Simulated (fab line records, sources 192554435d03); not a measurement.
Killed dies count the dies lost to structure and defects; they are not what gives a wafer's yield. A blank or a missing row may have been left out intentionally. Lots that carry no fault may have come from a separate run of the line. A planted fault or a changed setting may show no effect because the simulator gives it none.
The tool behind it: which one? || flow n5Finfet || 18 wafers from 7 lots sampled at 3 of the route's 1938 steps

WHAT THE GAUGES SHOWED, per wafer
N5_BEOL_M14_CD_MEAS_17: target cd 250 nm.
{"lot": "L436", "measured": "day 10 20:59", "on": "cdSem-03", "cdNm (nm)": "248 252"}
{"lot": "L440", "measured": "day 12 00:48", "on": "cdSem-03", "cdNm (nm)": "250 251 253"}
{"lot": "L444", "measured": "day 12 19:29", "on": "cdSem-01", "cdNm (nm)": "248 251 246"}
{"lot": "L446", "measured": "day 13 14:09", "on": "cdSem-01", "cdNm (nm)": "- - -"}
{"lot": "L455", "measured": "day 15 12:07", "on": "cdSem-03", "cdNm (nm)": "252 251"}
{"lot": "L454", "measured": "day 15 15:25", "on": "cdSem-03", "cdNm (nm)": "247 253 252"}
{"lot": "L458", "measured": "day 16 16:03", "on": "cdSem-01", "cdNm (nm)": "251 246"}

TOOL THAT RAN EACH LOT (tool first, then ch and the chambers of the sampled wafers, then the start)
{"lot": "L436", "N5_BEOL_M14_ILD_DEP_00": "pecvd-04 ch 1,2, day 10 19:49", "N5_BEOL_M14_VIA_ETCH_16": "rieDiel-03 ch 0,3, day 10 20:37"}
{"lot": "L440", "N5_BEOL_M14_ILD_DEP_00": "pecvd-01 ch 0,2, day 11 23:34", "N5_BEOL_M14_VIA_ETCH_16": "rieDiel-04 ch 1,2,3, day 12 00:27"}
{"lot": "L444", "N5_BEOL_M14_ILD_DEP_00": "pecvd-04 ch 0,1,2, day 12 18:20", "N5_BEOL_M14_VIA_ETCH_16": "rieDiel-03 ch 1,2,3, day 12 19:08"}
{"lot": "L446", "N5_BEOL_M14_ILD_DEP_00": "pecvd-04 ch 0,1,2, day 13 13:08", "N5_BEOL_M14_VIA_ETCH_16": "rieDiel-03 ch 1,2,3, day 13 13:48"}
{"lot": "L455", "N5_BEOL_M14_ILD_DEP_00": "pecvd-01 ch 0,2, day 15 10:50", "N5_BEOL_M14_VIA_ETCH_16": "rieDiel-03 ch 0,1, day 15 11:46"}
{"lot": "L454", "N5_BEOL_M14_ILD_DEP_00": "pecvd-02 ch 0,1, day 15 14:13", "N5_BEOL_M14_VIA_ETCH_16": "rieDiel-03 ch 0,2,3, day 15 15:02"}
{"lot": "L458", "N5_BEOL_M14_ILD_DEP_00": "pecvd-01 ch 0,1, day 16 15:06", "N5_BEOL_M14_VIA_ETCH_16": "rieDiel-05 ch 1,2, day 16 15:47"}
- N5_BEOL_M14_ILD_DEP_00: deposits SiO2 from TEOS/O2, target thk 1119.3 nm, time 237.4 s.
- N5_BEOL_M14_VIA_ETCH_16: etches SiO2 in C4F8/O2/Ar, target depth 1231.3 nm.

THE ANSWER, worked out from the rows above alone
Rule: usual is defined by the lots themselves. Put in order of their means at a reading, lots are off if they are a third of the lots or fewer, leave a main group of 4 or more, and stand apart from it by a gap of 3 or more times the standard deviation of the main group's means; of several such gaps the widest counts. A main group whose means are all the same, to the digits that the tables above print for the reading, isn't used. A lot without any number at a reading at which 4 lots or more have one is off too. Any other lot the step has rows for is counted as sound.
Off: L446, at N5_BEOL_M14_CD_MEAS_17 (cdNm). Without a number there: L446. For the main group the mean is 250 nm and the standard deviation 1.3.
A tool fits if, at a process step before that reading, it ran every lot that is off, and no sound lot after the first of them. Gauges at N5_BEOL_M14_CD_MEAS_17: tried the same way as those tools. One fits: pecvd-04 at N5_BEOL_M14_ILD_DEP_00. A fault onset in the window from L444 (day 12 18:20, its last sound lot) to L446 (day 13 13:08, its first lot off) fits.

WHAT THE SIMULATOR HAD INSERTED
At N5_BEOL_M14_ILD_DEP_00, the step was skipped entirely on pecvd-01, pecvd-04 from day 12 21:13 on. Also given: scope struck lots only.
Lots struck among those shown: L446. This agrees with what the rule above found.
